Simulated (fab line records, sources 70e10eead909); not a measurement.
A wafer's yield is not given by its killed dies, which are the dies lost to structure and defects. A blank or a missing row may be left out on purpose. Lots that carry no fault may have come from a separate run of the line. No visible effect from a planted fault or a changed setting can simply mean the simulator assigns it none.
Matching of chambers :: flow nandHarc :: NHARC_A_CONTACT_DESCUM_47 on rieDiel-12 has 4 sister chambers
The step chemistry O2, time 3 s. 18 wafers are shown with their chamber, then 9 later ones without.

WAFERS, EACH WITH ITS CHAMBER
wafer: L074.3
chamber: 0
drypumpMotorCurrentA (A): 5.6
showerheadPlenumPTorr (Torr): 1.93
oesProductAu (a.u.): 1.017

wafer: L074.5
chamber: 0
drypumpMotorCurrentA (A): 5.6
showerheadPlenumPTorr (Torr): 1.93
oesProductAu (a.u.): 1.017

wafer: L074.6
chamber: 3
drypumpMotorCurrentA (A): 5.1
showerheadPlenumPTorr (Torr): 1.92
oesProductAu (a.u.): 1.017

wafer: L075.1
chamber: 3
drypumpMotorCurrentA (A): 5.1
showerheadPlenumPTorr (Torr): 1.92
oesProductAu (a.u.): 1.011

wafer: L075.2
chamber: 2
drypumpMotorCurrentA (A): 6.0
showerheadPlenumPTorr (Torr): 2.05
oesProductAu (a.u.): 0.983

wafer: L075.5
chamber: 1
drypumpMotorCurrentA (A): 5.6
showerheadPlenumPTorr (Torr): 1.81
oesProductAu (a.u.): 0.999

wafer: L076.1
chamber: 1
drypumpMotorCurrentA (A): 5.5
showerheadPlenumPTorr (Torr): 1.81
oesProductAu (a.u.): 1.001

wafer: L076.3
chamber: 3
drypumpMotorCurrentA (A): 5.1
showerheadPlenumPTorr (Torr): 1.92
oesProductAu (a.u.): 1.008

wafer: L076.6
chamber: 0
drypumpMotorCurrentA (A): 5.6
showerheadPlenumPTorr (Torr): 1.93
oesProductAu (a.u.): 1.009

wafer: L079.2
chamber: 0
drypumpMotorCurrentA (A): 5.6
showerheadPlenumPTorr (Torr): 1.92
oesProductAu (a.u.): 1.008

wafer: L079.3
chamber: 3
drypumpMotorCurrentA (A): 5.0
showerheadPlenumPTorr (Torr): 1.91
oesProductAu (a.u.): 1.006

wafer: L079.5
chamber: 2
drypumpMotorCurrentA (A): 6.0
showerheadPlenumPTorr (Torr): 2.04
oesProductAu (a.u.): 0.974

wafer: L078.2
chamber: 2
drypumpMotorCurrentA (A): 6.0
showerheadPlenumPTorr (Torr): 2.04
oesProductAu (a.u.): 0.984

wafer: L078.4
chamber: 3
drypumpMotorCurrentA (A): 5.1
showerheadPlenumPTorr (Torr): 1.91
oesProductAu (a.u.): 0.994

wafer: L078.5
chamber: 0
drypumpMotorCurrentA (A): 5.6
showerheadPlenumPTorr (Torr): 1.92
oesProductAu (a.u.): 1.013

wafer: L089.2
chamber: 1
drypumpMotorCurrentA (A): 5.6
showerheadPlenumPTorr (Torr): 1.79
oesProductAu (a.u.): 0.994

wafer: L089.3
chamber: 0
drypumpMotorCurrentA (A): 5.6
showerheadPlenumPTorr (Torr): 1.91
oesProductAu (a.u.): 1.021

wafer: L089.6
chamber: 3
drypumpMotorCurrentA (A): 5.1
showerheadPlenumPTorr (Torr): 1.90
oesProductAu (a.u.): 1.003

SIGNATURES, as means of the wafers listed above
reading: drypumpMotorCurrentA
chamber 0: 5.600
chamber 1: 5.567
chamber 2: 6.000
chamber 3: 5.083
scatter within a chamber: 0.0327

reading: showerheadPlenumPTorr
chamber 0: 1.9233
chamber 1: 1.8033
chamber 2: 2.0433
chamber 3: 1.9133
scatter within a chamber: 0.00845

reading: oesProductAu
chamber 0: 1.01417
chamber 1: 0.99800
chamber 2: 0.98033
chamber 3: 1.00650
scatter within a chamber: 0.00608
Rule: a wafer lies at a distance from a chamber equal to the root of the sum of squares, over the readings, of (its reading less the chamber's mean, divided by the reading's scatter). If the next closest chamber is less than 2 further off than the closest, the wafer can't be placed; otherwise it belongs to the closest. The scatter: take each reading less its chamber's mean, square it, sum over the shown wafers, divide by the number of wafers less the number of chambers, and take the root.

WAFERS WITHOUT THEIR CHAMBER
wafer: L092.2
drypumpMotorCurrentA (A): 5.6
showerheadPlenumPTorr (Torr): 1.91
oesProductAu (a.u.): 1.002

wafer: L092.3
drypumpMotorCurrentA (A): 5.6
showerheadPlenumPTorr (Torr): 1.79
oesProductAu (a.u.): 0.997

wafer: L092.5
drypumpMotorCurrentA (A): 5.1
showerheadPlenumPTorr (Torr): 1.90
oesProductAu (a.u.): 0.991

wafer: L094.1
drypumpMotorCurrentA (A): 5.1
showerheadPlenumPTorr (Torr): 1.90
oesProductAu (a.u.): 0.982

wafer: L094.3
drypumpMotorCurrentA (A): 5.6
showerheadPlenumPTorr (Torr): 1.79
oesProductAu (a.u.): 0.999

wafer: L094.5
drypumpMotorCurrentA (A): 6.0
showerheadPlenumPTorr (Torr): 2.03
oesProductAu (a.u.): 0.967

wafer: L095.2
drypumpMotorCurrentA (A): 5.1
showerheadPlenumPTorr (Torr): 1.90
oesProductAu (a.u.): 0.998

wafer: L095.4
drypumpMotorCurrentA (A): 5.5
showerheadPlenumPTorr (Torr): 1.79
oesProductAu (a.u.): 0.996

wafer: L095.5
drypumpMotorCurrentA (A): 5.6
showerheadPlenumPTorr (Torr): 1.90
oesProductAu (a.u.): 1.023

WHICH CHAMBER EACH ONE RAN IN
wafer: L092.2
from the rows above: 0
in truth: 0

wafer: L092.3
from the rows above: 1
in truth: 1

wafer: L092.5
from the rows above: 3
in truth: 3

wafer: L094.1
from the rows above: 3
in truth: 3

wafer: L094.3
from the rows above: 1
in truth: 1

wafer: L094.5
from the rows above: 2
in truth: 2

wafer: L095.2
from the rows above: 3
in truth: 3

wafer: L095.4
from the rows above: 1
in truth: 1

wafer: L095.5
from the rows above: 0
in truth: 0
Placed correctly: 9 of 9. Can't be placed from these rows: 0. 0 placed wrongly.
